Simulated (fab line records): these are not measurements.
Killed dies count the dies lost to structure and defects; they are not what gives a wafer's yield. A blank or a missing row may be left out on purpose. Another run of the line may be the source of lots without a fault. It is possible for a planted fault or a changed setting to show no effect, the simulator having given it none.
What tool caused it?	flow n5_finfet	30 wafers from 10 lots sampled at 5 of the route's 1938 steps

== WHAT THE GAUGES SHOWED, per wafer ==
Not one reading of a measure or inspect step in the record can be checked against a usual standard deviation.

== WHICH TOOL RAN EACH LOT (tool, then ch and the chambers of the sampled wafers, then the start) ==
lot	N5_BEOL_M14_SPUTTER_45	N5_PASSIVATION_PECVD_01	N5_PASSIVATION_PASS_ETCH_74	N5_PASSIVATION_STRIP_14	N5_PASSIVATION_PROBE_49
L705	pvd_sputter-02, day 12 13:07	pecvd-02 ch 0,1, day 13 02:28	rie_diel-05 ch 0,2,3, day 13 03:16	rie_diel-05 ch 0,2,3, day 13 03:34	prober-02, day 13 09:38
L711	pvd_sputter-03, day 14 06:04	pecvd-01 ch 0,1,2, day 14 18:53	rie_diel-06 ch 1,2, day 14 19:45	rie_diel-06 ch 1,2, day 14 20:02	prober-01, day 15 03:05
L710	pvd_sputter-02, day 14 14:11	pecvd-01 ch 1,2, day 15 02:55	rie_diel-05 ch 0,1, day 15 03:40	rie_diel-05 ch 0,1, day 15 03:58	-
L715	pvd_sputter-02, day 14 14:31	pecvd-01 ch 0,2, day 15 03:05	rie_diel-02 ch 0,2,3, day 15 03:50	rie_diel-02 ch 0,2,3, day 15 04:08	prober-02, day 15 10:40
L718	pvd_sputter-01, day 16 07:17	pecvd-03 ch 0,1,2, day 16 22:48	rie_diel-02 ch 0,1,3, day 17 01:19	rie_diel-02 ch 0,1,3, day 17 01:36	prober-01, day 17 07:52
L724	pvd_sputter-03, day 18 02:08	pecvd-02 ch 1,2, day 18 16:30	rie_diel-05 ch 0,1,3, day 18 17:14	rie_diel-05 ch 1,3, day 18 17:31	-
L723	pvd_sputter-01, day 18 05:57	pecvd-03 ch 0,2, day 18 16:47	rie_diel-02 ch 0,1,2, day 18 20:59	rie_diel-02 ch 0,1,2, day 18 21:16	prober-02, day 19 03:50
L727	pvd_sputter-02, day 18 17:32	pecvd-02 ch 0,1,2, day 19 10:44	rie_diel-05 ch 0,2,3, day 19 11:16	rie_diel-05 ch 0,2,3, day 19 11:34	prober-01, day 19 17:59
L726	pvd_sputter-01, day 18 17:32	pecvd-02 ch 0,2, day 19 11:10	rie_diel-05 ch 0,1,2, day 19 16:53	rie_diel-05 ch 0,1,2, day 19 17:10	-
L725	pvd_sputter-03, day 18 17:46	pecvd-01 ch 1,2, day 19 11:58	rie_diel-02 ch 0,2,3, day 19 16:55	rie_diel-02 ch 0,2,3, day 19 17:13	prober-02, day 19 23:50
- N5_BEOL_M14_SPUTTER_45: material Cu, target thk 100 nm, time 16.67 s.
- N5_PASSIVATION_PECVD_01: deposits SiNx from SiH4/NH3/N2, target thk 200 nm, time 43.2 s.
- N5_PASSIVATION_PASS_ETCH_74: etches SiNx in CF4/O2, target depth 220 nm, time 110 s.
- N5_PASSIVATION_STRIP_14: strips in O2.
- N5_PASSIVATION_PROBE_49

== WHAT THE TOOLS THEMSELVES READ (means of the sampled wafers that have a number; where no wafer has one, the mark that the record gives instead) ==
N5_BEOL_M14_SPUTTER_45. Usual: 29.4 % for throttle_valve_pct, sd 1.1.
lot	tool	throttle_valve_pct (%)	flag
L705	pvd_sputter-02	28.0	
L711	pvd_sputter-03	29.9	
L710	pvd_sputter-02	29.1	
L715	pvd_sputter-02	29.1	
L718	pvd_sputter-01	29.4	
L724	pvd_sputter-03	29.5	
L723	pvd_sputter-01	29.8	
L727	pvd_sputter-02	28.0	
L726	pvd_sputter-01	28.9	
L725	pvd_sputter-03	29.5	

N5_PASSIVATION_PECVD_01. Usual: heater_power_w 405 W, standard deviation 99; showerhead_plenum_p_Torr 8.67 Torr, standard deviation 0.042; throttle_valve_pct 29.6 %, standard deviation 1.6.
lot	tool	heater_power_w (W)	showerhead_plenum_p_Torr (Torr)	throttle_valve_pct (%)	flag
L705	pecvd-02	339	8.67	28.8	
L711	pecvd-01	446	8.68	29.9	
L710	pecvd-01	525	8.70	30.1	
L715	pecvd-01	429	8.64	28.6	
L718	pecvd-03	402	8.68	29.8	
L724	pecvd-02	419	8.63	28.7	
L723	pecvd-03	415	8.69	28.9	
L727	pecvd-02	307	8.64	29.3	
L726	pecvd-02	346	8.61	29.2	
L725	pecvd-01	495	8.71	31.8	

N5_PASSIVATION_PASS_ETCH_74. Usual: value, then standard deviation, for each; chamber_pressure_mTorr 40.00 mTorr / 0.039; drypump_motor_current_A 6.1 A / 0.5; oes_ar_750_au 0.79 a.u. / 0.098; oes_product_au 0.79 a.u. / 0.11; rf_vpp_V 241 V / 4.6; showerhead_plenum_p_Torr 2.19 Torr / 0.069; throttle_valve_pct 15.99 % / 0.25.
lot	tool	chamber_pressure_mTorr (mTorr)	drypump_motor_current_A (A)	oes_ar_750_au (a.u.)	oes_product_au (a.u.)	rf_vpp_V (V)	showerhead_plenum_p_Torr (Torr)	throttle_valve_pct (%)	flag
L705	rie_diel-05	40.00	6.0	0.83	0.83	238	2.21	15.83	
L711	rie_diel-06	40.00	6.1	0.80	0.82	246	2.19	15.83	
L710	rie_diel-05	39.99	5.9	0.78	0.79	244	2.19	15.89	
L715	rie_diel-02	39.98	6.3	0.81	0.82	240	2.15	16.07	
L718	rie_diel-02	40.01	6.2	0.70	0.70	241	2.18	16.20	
L724	rie_diel-05	39.97	5.6	0.89	0.91	242	2.25	15.81	
L723	rie_diel-02	39.99	6.0	0.76	0.75	242	2.19	16.10	
L727	rie_diel-05	40.00	6.0	0.85	0.86	238	2.19	15.76	
L726	rie_diel-05	39.99	6.2	0.85	0.87	242	2.25	15.79	
L725	rie_diel-02	39.99	6.3	0.78	0.78	240	2.14	16.12	

N5_PASSIVATION_STRIP_14. Usual: chamber_pressure_mTorr 30.00 mTorr, standard deviation 0.05; drypump_motor_current_A 6.0 A, standard deviation 0.49; oes_product_au 0.79 a.u., standard deviation 0.11; rf_vpp_V 3.7 V, standard deviation 0.86; showerhead_plenum_p_Torr 2.08 Torr, standard deviation 0.068; throttle_valve_pct 16.67 %, standard deviation 0.28.
lot	tool	chamber_pressure_mTorr (mTorr)	drypump_motor_current_A (A)	oes_product_au (a.u.)	rf_vpp_V (V)	showerhead_plenum_p_Torr (Torr)	throttle_valve_pct (%)	flag
L705	rie_diel-05	29.96	6.0	0.84	3.6	2.09	16.46	
L711	rie_diel-06	30.06	6.1	0.81	3.3	2.09	16.56	
L710	rie_diel-05	29.96	5.9	0.79	3.4	2.08	16.51	
L715	rie_diel-02	30.05	6.3	0.80	4.0	2.05	16.80	
L718	rie_diel-02	29.98	6.2	0.70	3.2	2.08	16.93	
L724	rie_diel-05	29.99	5.4	0.93	3.3	2.12	16.47	
L723	rie_diel-02	30.03	6.0	0.75	4.5	2.09	16.80	
L727	rie_diel-05	29.99	6.0	0.86	4.1	2.08	16.38	
L726	rie_diel-05	30.03	6.1	0.87	3.4	2.13	16.43	
L725	rie_diel-02	30.03	6.3	0.77	3.8	2.04	16.86	

N5_PASSIVATION_PROBE_49. Usual: defect_limited_yield 91.3 %, standard deviation 1.4; killed_at_M0_to_M3 33, standard deviation 11; killed_at_M4_up 15, standard deviation 6.2; killed_at_contacts 13, standard deviation 6.5; killed_at_front_end 38, standard deviation 11; killed_at_other 3.4, standard deviation 2.6; killed_dies 102, standard deviation 17; killed_on_rim 13, standard deviation 4.1; killed_open 67, standard deviation 12; killed_short 34, standard deviation 7.9; sort_bin_4_leakage 0.00 %, standard deviation 0.022; sort_bin_5_function 5.1 %, standard deviation 0.88; sort_bin_6_memory 3.3 %, standard deviation 0.65; sort_n_pass 1078, standard deviation 17; sort_yield_pct 91.3 %, standard deviation 1.4.
lot	tool	defect_limited_yield (%)	killed_at_M0_to_M3	killed_at_M4_up	killed_at_contacts	killed_at_front_end	killed_at_other	killed_dies	killed_on_rim	killed_open	killed_short	sort_bin_4_leakage (%)	sort_bin_5_function (%)	sort_bin_6_memory (%)	sort_n_pass	sort_yield_pct (%)	flag
L705	prober-02	91.7	38	7	14	36	2.0	98	11	62	34	0.00	4.9	3.1	1082	91.7	
L711	prober-01	91.6	37	8	16	36	2.0	99	13	63	34	0.00	4.7	3.5	1081	91.6	
L715	prober-02	90.4	37	30	12	32	1.3	113	18	71	35	0.00	5.4	3.8	1067	90.4	
L718	prober-01	93.2	25	13	8	33	1.0	80	7	57	23	0.00	3.6	3.0	1100	93.2	
L723	prober-02	90.7	33	9	17	47	3.3	109	12	69	35	0.00	5.1	3.7	1071	90.7	
L727	prober-01	90.9	36	18	10	37	6.0	108	12	71	37	0.00	5.3	3.7	1072	90.9	
L725	prober-02	93.9	26	15	5	25	1.0	72	6	45	27	0.00	3.5	2.5	1108	93.9	

== THE ANSWER, worked out from the rows above alone ==
Rule: take the mean of a lot's wafers that have a number; if it is more than 3 standard deviations from the usual mean, the lot is off. Also off: a lot with no number at a reading for which 4 or more lots have one. Where the step has rows for the other lots, those lots are counted as sound. After the gauges, taken in route order, come the tools' own readings; for these a lot's mean is taken, as printed above. At the first step where some lot is off, the reading lying furthest off is the one used; lots without a number count as furthest.
No lot is off on any of the readings shown, so nothing can be concluded from this.

== WHAT THE SIMULATOR HAD PUT IN ==
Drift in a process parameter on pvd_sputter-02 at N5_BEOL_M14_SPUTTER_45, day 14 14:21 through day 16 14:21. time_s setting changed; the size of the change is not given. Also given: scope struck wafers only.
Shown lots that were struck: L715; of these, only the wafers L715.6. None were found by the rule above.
